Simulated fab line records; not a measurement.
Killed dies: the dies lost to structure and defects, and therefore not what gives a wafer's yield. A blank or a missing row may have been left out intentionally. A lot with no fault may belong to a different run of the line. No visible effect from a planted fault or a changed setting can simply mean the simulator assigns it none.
A struck lot beside a sound one / flow n5-finfet / 30 steps out of a route of 1938
Sound: the wafers L690.1, L690.2, L690.6. Wafers L695.1, L695.5, L695.6 were the ones struck. The cause is named last.
Order at every step that has rows: each side's tool, ch and its chambers, its first start. Under that, the readings that differ: sound wafers / struck wafers / difference of the means / sigmas: that difference in standard deviations of wafers without a fault.
alike: a reading whose means differ by less than 2 such deviations, as well as words and numbers matching on both sides. not compared: withheld readings; readings where some wafer has no value; bounds like >300 that might hide an equal value; numbers whose values overlap and for which the record gives no deviation.
The two part at a step that has a row with sigmas, a row that says differs or no value, or rows on one side only. Numbers that have no deviation but don't overlap get no sigmas and don't part them. Lack of a reading on every wafer of one side parts them only where that side has two or more wafers.

N5_BEOL_M0_SAQP_INSPECT_16: inspects for defects (brightfield).
  sound: defect-inspect-02 at day 5 17:17; struck: defect-inspect-01 at day 6 21:38
  alike: raw-defect-count
N5_BEOL_M0_SAQP_DESCUM_19: chemistry O2, time 7.9 s.
  sound on rie-diel-03 ch 2,3, day 5 17:38; struck on rie-diel-06 ch 1,2, day 6 21:52
reading=throttle-valve-pct (%); sound=20.76 20.75 20.75; struck=20.34 20.44 20.33; difference=-0.38; sigmas=-2
  alike: drypump-motor-current-A, oes-product-au, rf-vpp-V, showerhead-plenum-p-Torr
  not compared: rf-hours-counter-h
then, 9 steps without rows for these wafers: N5_BEOL_M0_SAQP_ETCH_83 (etches SiARC in CF4, target depth 39 nm, time 65 s); N5_BEOL_M0_SAQP_ETCH_84 (etches SOC in N2/H2, target depth 100 nm, overetch 20 nm, time 150 s); N5_BEOL_M0_SAQP_STRIP_80 (strips in N2/H2); N5_BEOL_M0_SAQP_HM_OPEN_112 (chemistry CHF3/O2, target SiO2, stops on a-Si, target depth 12 nm, time 13.5 s); N5_BEOL_M0_SAQP_STRIP_113 (strips in CHF3/O2); N5_BEOL_M0_SAQP_MANDREL_ETCH_20 (etches a-Si in HBr/Cl2, stops on SiNx, target depth 60 nm, bt time 10 s, time 30 s); N5_BEOL_M0_SAQP_STRIP_86 (strips in N2/H2); N5_BEOL_M0_SAQP_STRIP_115 (strips in post etch residue remover, time 60 s); N5_BEOL_M0_SAQP_SRD_93 (time 30 s).
N5_BEOL_M0_SAQP_RECESS_114: chemistry HF/NH3, target SiO2, target depth 14.4 nm, afs cycles 3, sublimation time 60 s.
  sound on vapor-etch-02 ch 0,1, day 5 18:13; struck on vapor-etch-02 ch 0,1, day 6 22:22
  alike: drypump-motor-current-A, sublimation-temp-c
N5_BEOL_M0_SAQP_SPACER1_ALD_98: deposits SiO2, target thk 12.8 nm, pulse time 1 s, purge time 2 s.
  sound on ald-sin-04 ch 0,2,3, day 5 18:36; struck on ald-sin-01 ch 0,3, day 6 22:45
  no value came back on the struck wafers for ald-cycles, chamber-pressure-Torr (Torr), heater-power-w (W), precursor-pulse-height-rel; on the sound wafers ald-cycles reads 138 138 138
N5_BEOL_M0_SAQP_SPACER1_ETCHBACK_99: etches SiO2 in CHF3/O2, target depth 15.4 nm, time 7.7 s.
  sound on rie-diel-05 ch 0,2, day 5 19:07; struck on rie-diel-06 ch 0,1,2, day 6 23:14
  alike: drypump-motor-current-A, oes_o_777_au, oes-product-au, rf-vpp-V, showerhead-plenum-p-Torr, throttle-valve-pct
  not compared: rf-hours-counter-h
N5_BEOL_M0_SAQP_MANDREL1_REMOVE_100: chemistry HBr/Cl2/O2, target a-Si, stops on SiNx, bt time 10 s.
  sound on rie-si-03 ch 0,2,3, day 5 19:13; struck on rie-si-05 ch 1,2, day 6 23:19
reading=model.BEOL_M0_SAQP.cd-nm (nm); sound=12.8 12.8 12.8; struck=42 42.4 41.8; difference=+29; sigmas=
  alike: drypump-motor-current-A, oes_o_777_au, oes-product-au, throttle-valve-pct
  not compared: rf-hours-counter-h
N5_BEOL_M0_SAQP_CD_MEAS_25 targets a cd of 13.1 nm.
  sound on cd-sem-01 ch 0, day 5 19:19; struck on cd-sem-03 ch 0, day 6 23:25
reading=cd-nm (nm); sound=12.83 12.65 12.81; struck=- - -; difference=no value on the struck wafers; sigmas=
then, 3 steps without rows for these wafers: N5_BEOL_M0_SAQP_ETCH_101 (etches SiNx in CH3F/O2, target depth 29.9 nm, time 42.7 s); N5_BEOL_M0_SAQP_ETCH_102 (etches SiO2 in CF4, target depth 4 nm, time 4.4 s); N5_BEOL_M0_SAQP_MANDREL_ETCH_103 (etches a-Si in HBr/Cl2, stops on SiCN, target depth 45 nm, bt time 10 s, time 27 s).
N5_BEOL_M0_SAQP_RECESS_104: chemistry HF/NH3, target SiO2, target depth 18 nm, afs cycles 3, sublimation time 60 s.
  sound on vapor-etch-02 ch 0,1, day 5 19:40; struck on vapor-etch-02 ch 0,1, day 6 23:41
  alike: drypump-motor-current-A, sublimation-temp-c
then, 3 steps without rows for these wafers: N5_BEOL_M0_SAQP_COAT_105 (time 60 s, resist thk 100 nm); N5_BEOL_M0_SAQP_ETCH_106 (etches SOC in N2/H2, stops on SiNx, target depth 150 nm); N5_BEOL_M0_SAQP_ETCH_107 (etches SiNx in CH3F/O2, target depth 30 nm).
N5_BEOL_M0_SAQP_STRIP_108: strips in N2/H2.
  sound on rie-diel-05 ch 0,1,2, day 5 20:13; struck on rie-diel-05 ch 0,2,3, day 7 00:25
  alike: drypump-motor-current-A, n2-flow-sccm, oes-product-au, rf-vpp-V, showerhead-plenum-p-Torr, throttle-valve-pct
  not compared: rf-hours-counter-h
then, 3 steps without rows for these wafers: N5_BEOL_M0_SAQP_RECESS_109 (chemistry HF/NH3, target SiO2, target depth 3 nm, afs cycles 1, sublimation time 60 s); N5_BEOL_M0_SAQP_SPACER2_ALD_26 (deposits SiO2, target thk 15 nm, pulse time 1 s, purge time 2 s); N5_BEOL_M0_SAQP_SPACER2_ETCHBACK_27 (etches SiO2 in CHF3/O2, target depth 22.5 nm, time 11.25 s).
N5_BEOL_M0_SAQP_MANDREL2_REMOVE_110: chemistry HBr/Cl2/O2, target a-Si, stops on SiCN, bt time 10 s.
  sound on rie-si-03 ch 0,1,3, day 5 21:04; struck on rie-si-06 ch 1,2, day 7 01:22
reading=model.BEOL_M0_SAQP.cd-nm (nm); sound=15 15.2 14.8; struck=42.2 42.4 41.8; difference=+27.1; sigmas=
  alike: drypump-motor-current-A, oes_o_777_au, oes-product-au, throttle-valve-pct
  not compared: rf-hours-counter-h
N5_BEOL_M0_SAQP_CD_MEAS_29 targets a cd of 14.4 nm.
  sound on cd-sem-02 ch 0, day 5 21:10; struck on cd-sem-01 ch 0, day 7 01:28
reading=cd-nm (nm); sound=15.10 15.25 14.97; struck=- - -; difference=no value on the struck wafers; sigmas=
N5_BEOL_M4_RC_MEAS_101:
  the record has rows for the sound wafers here (prober-01 ch 0, day 7 23:13) and none for the struck ones

== WHERE THEY PART ==
Last at N5_BEOL_M4_RC_MEAS_101 as far as this record goes, first at N5_BEOL_M0_SAQP_DESCUM_19.

WHY: whatever the simulator had introduced
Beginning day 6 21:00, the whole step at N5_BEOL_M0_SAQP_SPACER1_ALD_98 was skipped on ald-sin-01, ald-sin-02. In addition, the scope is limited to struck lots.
